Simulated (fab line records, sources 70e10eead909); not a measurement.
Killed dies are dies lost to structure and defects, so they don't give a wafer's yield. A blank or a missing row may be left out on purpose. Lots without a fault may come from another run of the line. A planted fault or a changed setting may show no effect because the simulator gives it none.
fab line records | flow nand_harc
record lots=6 wafers=18 last_day=31
route steps=1302 shown A_ONON_D1@428 END@1302
lots that met no fault: from a run of the same line without faults
start_h: hours from the record's first day to the start of the lot's first wafer shown | wait_h: hours since the lot's step before | " the same as in the row above | L1.1+2: a row that stands for several wafers | - no value, or no start given | * or withheld: withheld | < > ~ a bound
route shown NAME@n: a module of which the file shows steps, and the number in the route of the first | usual: mean/standard deviation of fault-free wafers | same: alike in all rows | chamber/n: place in a boat | sites: the reading at each site | _std_site: their standard deviation | _edge_site: outer sites' mean less inner sites' | radius_mm: how far each site lies from the wafer's centre | mask NAME#n: copy n | behind: the tool/chamber that last shaped the wafer | hold: why the lot was held/for how many hours/how that ended | device: the transistor (n, p or np) that didn't switch | end of line: the same wafers' tests at the end of the route | a step without rows: its recipe alone | killed: dies lost to structure and defects at the first sort, not the wafer's yield | map: a wafer's dies, x killed, . not, _ none there
set.NAME: the setting as run; set.NAME@STEP: as run at that earlier step | model.NAME: the simulator's own value behind a step, which no gauge read
lots at some steps of the route; a table a step, a row a wafer
services: from which hour (start_h, from the record's first day; less than 0 if before it) a tool's chamber was out of use, for how many hours, and why
## steps
# step NHARC_A_ONON_D1_DEP_06
# recipe target_thk_a=10000 n2_flow_sccm=2750 n2o_flow_sccm=2000 nh3_flow_sccm=500 sih4_flow_sccm=210 temp_c=400
# step NHARC_A_ONON_D1_THK_MEAS_08
# recipe thk_meas_gauge=ellipsometry
# usual thk_nm=1001/9
# columns lot.wafer tool chamber start_h wait_h thk_nm
L902.1 film_metro-01 - 198.62 - 1005
L902.3 " - " " 1002
L902.5 " - " " 1003
L908.1 film_metro-02 - 262.35 - 1015
L908.4 " - " " 1018
L908.5 " - " " 1016
L910.2 film_metro-02 - 279.41 - 990
L910.3 " - " " 991
L910.4 " - " " 992
L913.4 film_metro-01 - 312.12 - 1007
L913.5 " - " " 1006
L913.6 " - " " 1008
L917.2 film_metro-02 - 350.84 - 985
L917.4 " - " " 987
L917.6 " - " " 988
L918.1 film_metro-02 - 366.64 - 1000
L918.2 " - " " 1003
L918.6 " - " " 999
# step NHARC_A_ONON_D1_DEP_09
# recipe target_thk_a=10000 n2_flow_sccm=2750 n2o_flow_sccm=2000 nh3_flow_sccm=500 sih4_flow_sccm=210 temp_c=400
# step NHARC_A_ONON_D1_THK_MEAS_11
# recipe thk_meas_gauge=ellipsometry
# usual thk_nm=998/7.8
# columns lot.wafer tool chamber start_h wait_h thk_nm
L902.1 film_metro-01 - 199.19 - 994
L902.3 " - " " 996
L902.5 " - " " 994
L908.1 film_metro-02 - 262.92 - 1004
L908.4 " - " " 1006
L908.5 " - " " 1006
L910.2 film_metro-02 - 279.97 - 992
L910.3 " - " " 992
L910.4 " - " " 992
L913.4 film_metro-01 - 312.68 - 1003
L913.5 " - " " 1004
L913.6 " - " " 1001
L917.2 film_metro-01 - 351.41 - 1005
L917.4 " - " " 1004
L917.6 " - " " 1004
L918.1 film_metro-01 - 367.20 - 994
L918.2 " - " " 992
L918.6 " - " " 991
# step NHARC_A_ONON_D1_DEP_12
# recipe target_thk_a=10000 n2_flow_sccm=2750 n2o_flow_sccm=2000 nh3_flow_sccm=500 sih4_flow_sccm=210 temp_c=400
# step NHARC_A_ONON_D1_THK_MEAS_14
# recipe thk_meas_gauge=ellipsometry
# usual thk_nm=1001/9.8
# columns lot.wafer tool chamber start_h wait_h thk_nm
L902.1 film_metro-01 - 199.76 - 1016
L902.3 " - " " 1015
L902.5 " - " " 1015
L908.1 film_metro-01 - 263.48 - 993
L908.4 " - " " 995
L908.5 " - " " 997
L910.2 film_metro-02 - 280.54 - 1003
L910.3 " - " " 1002
L910.4 " - " " 1002
L913.4 film_metro-01 - 313.25 - 1011
L913.5 " - " " 1011
L913.6 " - " " 1011
L917.2 film_metro-02 - 351.97 - 1019
L917.4 " - " " 1016
L917.6 " - " " 1018
L918.1 film_metro-02 - 367.77 - 1011
L918.2 " - " " 1013
L918.6 " - " " 1012
# step NHARC_A_ONON_D1_ANNEAL_15
# recipe temp_c=750 time_s=3600
# step NHARC_A_ONON_D1_DEP_16
# recipe target_thk_a=10000 n2_flow_sccm=2750 n2o_flow_sccm=2000 nh3_flow_sccm=500 sih4_flow_sccm=210 temp_c=400
# step NHARC_A_ONON_D1_THK_MEAS_18
# recipe thk_meas_gauge=ellipsometry
# usual thk_nm=998/9.7
# columns lot.wafer tool chamber start_h wait_h thk_nm
L902.1 film_metro-02 - 207.13 - 997
L902.3 " - " " 997
L902.5 " - " " 997
L908.1 film_metro-02 - 271.54 - 996
L908.4 " - " " 995
L908.5 " - " " 995
L910.2 film_metro-01 - 290.15 - 989
L910.3 " - " " 988
L910.4 " - " " 987
L913.4 film_metro-02 - 320.99 - 993
L913.5 " - " " 993
L913.6 " - " " 994
L917.2 film_metro-01 - 359.66 - 989
L917.4 " - " " 989
L917.6 " - " " 990
L918.1 film_metro-01 - 375.52 - 1008
L918.2 " - " " 1008
L918.6 " - " " 1009
# step NHARC_A_ONON_D1_DEP_19
# recipe target_thk_a=10000 n2_flow_sccm=2750 n2o_flow_sccm=2000 nh3_flow_sccm=500 sih4_flow_sccm=210 temp_c=400
# step NHARC_A_ONON_D1_THK_MEAS_21
# recipe thk_meas_gauge=ellipsometry
# usual thk_nm=1000/8.3
# columns lot.wafer tool chamber start_h wait_h thk_nm
L902.1 film_metro-02 - 207.70 - 1008
L902.3 " - " " 1009
L902.5 " - " " 1007
L908.1 film_metro-02 - 272.10 - 996
L908.4 " - " " 995
L908.5 " - " " 997
L910.2 film_metro-01 - 290.72 - 1003
L910.3 " - " " 1004
L910.4 " - " " 1005
L913.4 film_metro-02 - 321.55 - 1009
L913.5 " - " " 1006
L913.6 " - " " 1008
L917.2 film_metro-01 - 360.22 - 987
L917.4 " - " " 990
L917.6 " - " " 990
L918.1 film_metro-01 - 376.09 - 1010
L918.2 " - " " 1009
L918.6 " - " " 1009
# step NHARC_A_ONON_D1_DEP_22
# recipe target_thk_a=10000 n2_flow_sccm=2750 n2o_flow_sccm=2000 nh3_flow_sccm=500 sih4_flow_sccm=210 temp_c=400
# columns lot.wafer tool chamber start_h wait_h
L902.1+3+5 pecvd_onon-02 0 207.76 0.1
L908.1+4+5 pecvd_onon-02 0 272.16 0.1
L910.2+3+4 pecvd_onon-02 0 290.83 0.1
L913.4+5+6 pecvd_onon-02 0 321.78 0.2
L917.2+4+6 pecvd_onon-01 0 360.33 0.1
L918.1+2+6 pecvd_onon-03 0 376.14 0.1
# step NHARC_A_ONON_D1_THK_MEAS_24
# recipe thk_meas_gauge=ellipsometry
# usual thk_nm=1001/9.5
# columns lot.wafer tool chamber start_h wait_h thk_nm
L902.1 film_metro-01 - 208.28 - 984
L902.3 " - " " 983
L902.5 " - " " 982
L908.1 film_metro-02 - 272.68 - 992
L908.4 " - " " 992
L908.5 " - " " 993
L910.2 film_metro-02 - 291.28 - 707
L910.3 " - " " 706
L910.4 " - " " 706
L913.4 film_metro-02 - 322.12 - 710
L913.5 " - " " 710
L913.6 " - " " 708
L917.2 film_metro-02 - 360.79 - 1000
L917.4 " - " " 1002
L917.6 " - " " 1001
L918.1 film_metro-01 - 376.66 - 1017
L918.2 " - " " 1016
L918.6 " - " " 1015
# step NHARC_A_ONON_D1_DEP_25
# recipe target_thk_a=10000 n2_flow_sccm=2750 n2o_flow_sccm=2000 nh3_flow_sccm=500 sih4_flow_sccm=210 temp_c=400
# step NHARC_END_SORT_01
# recipe temp_c=25
# usual killed_at_array=52/19 killed_at_other=1.0/1.2 killed_at_periphery=4.1/2.8 killed_dies=57/19 killed_open=3.1/1.7 killed_short=2.5/1.5
# same gross_dies=677
# columns lot.wafer tool chamber start_h wait_h killed_at_array killed_at_other killed_at_periphery killed_dies killed_open killed_short
L910.2 prober-01 0 675.64 2.8 666 1 10 677 2 0
L910.3 prober-01 0 676.43 3.1 662 3 12 677 2 7
L910.4 prober-01 0 677.22 3.4 667 1 9 677 2 3
L917.2 prober-01 0 750.10 2.8 82 0 2 84 2 1
L917.4 prober-01 0 751.68 3.4 58 1 3 62 4 2
L917.6 prober-01 0 753.27 4.0 69 0 0 69 6 4
# killed by level:class
L910.2 A_ONON_D1:area_dep=651 A_CHANNEL_HOLE_D1:chamber_film_flake=8 P_GATE:chamber_film_flake=5 P_BONDPAD:chamber_film_flake=4 A_SLIT:chamber_film_flake=2 A_WL_FILL:chamber_film_flake=2 A_CHANNEL_HOLE_D2:geometric_particle:open=1 A_M0:geometric_particle:open=1
L910.3 A_ONON_D1:area_dep=645 P_GATE:chamber_film_flake=8 P_BONDPAD:chamber_film_flake=3 A_CHANNEL_HOLE_D1:chamber_film_flake=2 A_STAIRCASE:chamber_film_flake=2 A_SLIT:chamber_film_flake=2 HYBRID_BOND:chamber_film_flake=2 A_CHANNEL_FILL_D1:geometric_particle:short=1
L910.4 A_ONON_D1:area_dep=644 A_CHANNEL_HOLE_D1:chamber_film_flake=9 P_GATE:chamber_film_flake=4 P_BONDPAD:chamber_film_flake=3 A_STAIRCASE:chamber_film_flake=3 A_WL_FILL:chamber_film_flake=3 A_CONTACT:chamber_film_flake=3 P_M0:geometric_particle:short=1
L917.2 A_CHANNEL_HOLE_D1:chamber_film_flake=34 A_CHANNEL_HOLE_D2:chamber_film_flake=24 A_SLIT:chamber_film_flake=9 A_CONTACT:chamber_film_flake=6 A_ZERO_WELL:chamber_film_flake=3 A_CHANNEL_FILL_D2:chamber_film_flake=2 P_M1:geometric_particle:open=1 A_M0:geometric_particle:open=1
L917.4 A_CHANNEL_HOLE_D1:chamber_film_flake=29 A_CHANNEL_HOLE_D2:chamber_film_flake=10 A_CONTACT:chamber_film_flake=6 A_SLIT:chamber_film_flake=5 P_M0:geometric_particle:open=2 A_ZERO_WELL:chamber_film_flake=2 P_M1:geometric_particle:open=1 A_ONON_D1:geometric_particle:short=1
L917.6 A_CHANNEL_HOLE_D1:chamber_film_flake=33 A_CHANNEL_HOLE_D2:chamber_film_flake=8 A_CONTACT:chamber_film_flake=7 A_SLIT:chamber_film_flake=6 A_ZERO_WELL:chamber_film_flake=4 A_M0:geometric_particle:open=3 A_DECK1_JOINT:geometric_particle:short=2 A_DECK1_JOINT:geometric_particle:open=1
# map L910.2 (x killed, . not)
____________x____________
_________xxxxxxx_________
_______xxxxxxxxxxx_______
______xxxxxxxxxxxxx______
_____xxxxxxxxxxxxxxx_____
____xxxxxxxxxxxxxxxxx____
____xxxxxxxxxxxxxxxxx____
___xxxxxxxxxxxxxxxxxxx___
___xxxxxxxxxxxxxxxxxxx___
__xxxxxxxxxxxxxxxxxxxxx__
__xxxxxxxxxxxxxxxxxxxxx__
_xxxxxxxxxxxxxxxxxxxxxxx_
_xxxxxxxxxxxxxxxxxxxxxxx_
_xxxxxxxxxxxxxxxxxxxxxxx_
_xxxxxxxxxxxxxxxxxxxxxxx_
_xxxxxxxxxxxxxxxxxxxxxxx_
xxxxxxxxxxxxxxxxxxxxxxxxx
xxxxxxxxxxxxxxxxxxxxxxxxx
xxxxxxxxxxxxxxxxxxxxxxxxx
xxxxxxxxxxxxxxxxxxxxxxxxx
xxxxxxxxxxxxxxxxxxxxxxxxx
_xxxxxxxxxxxxxxxxxxxxxxx_
_xxxxxxxxxxxxxxxxxxxxxxx_
_xxxxxxxxxxxxxxxxxxxxxxx_
_xxxxxxxxxxxxxxxxxxxxxxx_
_xxxxxxxxxxxxxxxxxxxxxxx_
__xxxxxxxxxxxxxxxxxxxxx__
__xxxxxxxxxxxxxxxxxxxxx__
___xxxxxxxxxxxxxxxxxxx___
___xxxxxxxxxxxxxxxxxxx___
____xxxxxxxxxxxxxxxxx____
____xxxxxxxxxxxxxxxxx____
_____xxxxxxxxxxxxxxx_____
______xxxxxxxxxxxxx______
_______xxxxxxxxxxx_______
_________xxxxxxx_________
____________x____________
# map L908.1 (x killed, . not)
____________.____________
_________......._________
_______..........._______
______.............______
_____..............x_____
____.......x.........____
____................x____
___..x....x.........x.___
___..x...x............___
__....xx...............__
__..x.xxx..............__
_..xxxx.x..............._
_..xxxxxx..............._
_...xxxx................_
_..xxxxxx...........x..._
_.x.xxx...x............._
....xxx.x.x..............
x........................
..x..x.x.................
x....x...................
x...x..........x.x.......
_x......................_
_x......................_
_x.x..............x....._
_x..............x......._
_x.x...................._
__............x..x.....__
__...x...........x.....__
___....x..............___
___.x......x..........___
____.................____
____..x..............____
_____..............._____
______.............______
_______..........._______
_________......._________
____________.____________
## services
# columns tool chamber start_h hours kind
pecvd_onon-02 - 185.30 13.0 pm
pecvd_onon-03 - 227.19 13.0 pm
pecvd_onon-01 - 269.43 13.0 pm
pecvd_onon-01 - 289.30 7.6 repair
pecvd_onon-01 - 355.08 1.0 repair
pecvd_onon-02 - 366.48 13.0 pm
## key
first_sign step=NHARC_A_ONON_D1_THK_MEAS_24 reading=thk_nm direction=down sigmas=31 usual=1001 struck=708
effect step=NHARC_END_SORT_01 reading=killed_dies direction=up sigmas=33 usual=57 struck=677
more_kills_born_at NHARC_A_ONON_D1_DEP_22@pecvd_onon-02=1940
met_at NHARC_A_ONON_D1_DEP_22
struck_wafers L910.2,L910.3,L910.4,L913.4,L913.5,L913.6
later_rows_left_out L910.2,L910.3,L910.4,L913.4,L913.5,L913.6
sort_left_out L913.4,L913.5,L913.6
tester_left_out L910,L913
onset_between 272.16 290.83
earlier_fault kind=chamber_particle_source tool=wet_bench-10 chamber=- onset_h=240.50 steps=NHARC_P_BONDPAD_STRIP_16 rate_per_visit_cm2=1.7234
earlier_fault kind=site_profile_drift tool=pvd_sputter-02 chamber=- onset_h=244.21 steps=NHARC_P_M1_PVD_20 basis=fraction max_abs_drift=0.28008 slope_share_per_hr=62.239 site_pattern=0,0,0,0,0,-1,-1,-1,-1
fault kind=process_parameter_drift tool=pecvd_onon-02 chamber=- onset_h=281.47 steps=NHARC_A_ONON_D1_DEP_22 channel=target_thk_a offset=* shape=step acts_in=* stated=*
# tester_left_out: of these lots the tester's yield and bins aren't shown, on N5 and GAA mostly nor the transistor test; their killed dies are dies lost to structure and defects alone, not to doping, threshold or leakage, so they don't give the yield
# sort_left_out: the simulated sort isn't trusted on such a fault, so these wafers' sort isn't shown, and their yield isn't known
# later_rows_left_out: the simulator's readings of these wafers behind a module that went badly wrong aren't trusted and aren't shown, but for the sort
